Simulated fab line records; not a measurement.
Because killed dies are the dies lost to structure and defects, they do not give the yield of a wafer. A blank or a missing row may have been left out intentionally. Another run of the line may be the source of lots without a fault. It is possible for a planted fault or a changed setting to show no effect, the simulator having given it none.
8D (eight disciplines) problem report, filled in by code    flow nandHarc    the parts of the form that need people (team, actions taken, sign-off) are left out

== 1. WHAT WENT WRONG ==
Mean of thkNm at NHARC_A_ONON_D2_THK_MEAS_02: 1082 nm across 5 wafers in 3 lots; on wafers with no fault it is 1003 nm (standard deviation 7.7). That is +10 standard deviations from the usual mean.
The step: measures by ellipsometry.
Seen first at day 16 04:28 on filmMetro-02, wafer L165.5. The record has a number at this step for 42 wafers belonging to 15 lots. Rule for "out", or "out of limits": more than 4 standard deviations from the usual mean. All remaining wafers that have a number are taken as sound.

== 2. WHAT IT IS, WHAT IT ISN'T ==
question                     is                                      is not
which readings at this step  thkNm                                   -
which lots                   L165, L166, L167                        L156, L157, L158, L159, L160, L161, L162, L163, L175, L176, L177, L178
which wafers of those lots   L165.5, L165.6, L166.5, L166.6, L167.6  L167.3
read on which gauges         filmMetro-02                            filmMetro-01
when                         from day 16 04:28                       up to then (24 sound wafers); but 13 sound wafers of L167, L175, L176, L177, L178 came after

== 3. THE SUSPECTS, EACH WITH WHAT RULES IT OUT ==
Counting: any tool at a process step up to the reading remains a suspect provided it ran every lot that is out. Sound lots after the first of them don't rule it out here, since some wafers of a struck lot are sound.
- the gauge at NHARC_A_ONON_D2_THK_MEAS_02: kept. All the wafers that are out were read on filmMetro-02, and no step on other tools shows them out.
- pecvdOnon-03 at NHARC_A_ONON_D2_DEP_00 (target thk 1000 nm): kept. It processed each lot that is out (first: L165, day 16 04:11); up to then, its last sound lot is L163 (day 15 06:28).
Remaining after the count are pecvdOnon-03 at NHARC_A_ONON_D2_DEP_00 and filmMetro-02 at NHARC_A_ONON_D2_THK_MEAS_02.

== 4. THE CAUSE (what the simulator had put in) ==
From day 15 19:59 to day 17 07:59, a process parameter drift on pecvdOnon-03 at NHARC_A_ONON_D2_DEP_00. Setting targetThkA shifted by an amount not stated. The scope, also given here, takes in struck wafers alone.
This tool is one of the 2 suspects left after counting.

== 5. THE EFFECT CHAIN, in route order ==
Each row: a reading where the mean over the struck wafers with a number is more than 3 standard deviations away from the usual. Only readings whose record carries a usual standard deviation are examined. hours: median over the lots of the time between each lot's start at the first step of this table that gives one and its start at this step. sigmas: the change, counted in usual standard deviations.
hours  step                         reading  usual    on struck wafers  change  sigmas
0      NHARC_A_ONON_D2_THK_MEAS_02  thkNm    1003 nm  1082              +79     +10

== 6. WHAT WOULD HAVE CAUGHT IT SOONER ==
8 hours passed between the start of the fault at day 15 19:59 and the first reading out of limits at a measuring or inspecting step in this record, taken at day 16 04:28.
Of the lots that are out (3), L166, L167 began NHARC_A_ONON_D2_DEP_00 on pecvdOnon-03 after day 16 04:28. A hold on the tool at that time would have spared those 2.
